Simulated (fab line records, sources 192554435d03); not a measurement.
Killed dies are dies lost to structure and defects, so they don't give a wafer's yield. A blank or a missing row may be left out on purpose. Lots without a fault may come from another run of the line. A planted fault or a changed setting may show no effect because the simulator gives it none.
Chamber matching | flow n5_finfet | N5_BEOL_M2_ILD_DEP_00 on pecvd-03: 3 sister chambers
The step deposits SiOC from DEMS/O2, target thk 79 nm, time 15.3 s. 24 wafers are shown with their chamber, then 12 later ones without.

WAFERS WITH THEIR CHAMBER
wafer  | chamber | heater_power_w (W) | showerhead_plenum_p_Torr (Torr) | throttle_valve_pct (%)
L075.4 | 0       | 592                | 5.731                           | 11.4
L075.5 | 2       | 507                | 5.722                           | 11.4
L075.6 | 1       | 428                | 5.707                           | 11.6
L076.2 | 0       | 609                | 5.717                           | 11.5
L076.3 | 2       | 515                | 5.735                           | 11.1
L076.4 | 0       | 606                | 5.724                           | 11.4
L083.2 | 0       | 633                | 5.716                           | 11.3
L083.5 | 2       | 493                | 5.724                           | 11.2
L083.6 | 1       | 480                | 5.684                           | 11.5
L084.2 | 1       | 442                | 5.707                           | 11.7
L084.3 | 0       | 524                | 5.723                           | 11.2
L084.6 | 0       | 563                | 5.725                           | 11.6
L086.1 | 2       | 454                | 5.715                           | 11.4
L086.3 | 1       | 490                | 5.695                           | 11.3
L086.5 | 0       | 526                | 5.702                           | 11.5
L090.1 | 0       | 569                | 5.708                           | 11.4
L090.2 | 2       | 449                | 5.718                           | 11.7
L090.3 | 2       | 452                | 5.714                           | 11.6
L090.4 | 0       | 575                | 5.720                           | 11.6
L090.5 | 0       | 561                | 5.718                           | 11.6
L090.6 | 2       | 461                | 5.718                           | 11.6
L089.1 | 2       | 437                | 5.725                           | 11.5
L089.4 | 0       | 611                | 5.730                           | 11.4
L089.5 | 0       | 618                | 5.715                           | 11.3

SIGNATURES (means of the wafers above)
reading                  | chamber 0 | chamber 1 | chamber 2 | scatter within a chamber
heater_power_w           | 582.25    | 460.00    | 471.00    | 32.7
showerhead_plenum_p_Torr | 5.71908   | 5.69825   | 5.72138   | 0.00838
throttle_valve_pct       | 11.433    | 11.525    | 11.438    | 0.165
Rule: a wafer's distance from a chamber is the root of the sum, over the readings, of the square of ((its reading less the chamber's mean) divided by the reading's scatter). The wafer belongs to the nearest chamber; if the next one is less than 2 further off, it can't be placed. The scatter: the root of (the sum of the squares of (reading less its chamber's mean) over the shown wafers, divided by (wafers less chambers)).

WAFERS WITHOUT THEIR CHAMBER
wafer  | heater_power_w (W) | showerhead_plenum_p_Torr (Torr) | throttle_valve_pct (%)
L092.1 | 459                | 5.727                           | 11.6
L092.2 | 602                | 5.725                           | 11.4
L092.3 | 429                | 5.703                           | 11.9
L092.4 | 619                | 5.723                           | 11.6
L092.5 | 431                | 5.696                           | 11.5
L092.6 | 457                | 5.719                           | 11.7
L093.3 | 498                | 5.715                           | 11.8
L093.4 | 473                | 5.726                           | 11.5
L093.6 | 584                | 5.711                           | 11.4
L094.1 | 453                | 5.723                           | 11.4
L094.5 | 403                | 5.701                           | 11.5
L094.6 | 456                | 5.715                           | 11.6

WHICH CHAMBER EACH WENT THROUGH
wafer  | from the rows above          | in truth
L092.1 | 2                            | 2
L092.2 | 0                            | 0
L092.3 | can't be placed: 1 or 2      | 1
L092.4 | 0                            | 0
L092.5 | 1                            | 1
L092.6 | can't be placed: 2 or 1      | 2
L093.3 | can't be placed: 2 or 1 or 0 | 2
L093.4 | 2                            | 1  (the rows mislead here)
L093.6 | 0                            | 0
L094.1 | 2                            | 2
L094.5 | can't be placed: 1 or 2      | 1
L094.6 | can't be placed: 2 or 1      | 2
Placed correctly: 6 of 12. Can't be placed from these rows: 5 (the true chamber is among the candidates in 5). Placed wrongly: 1.
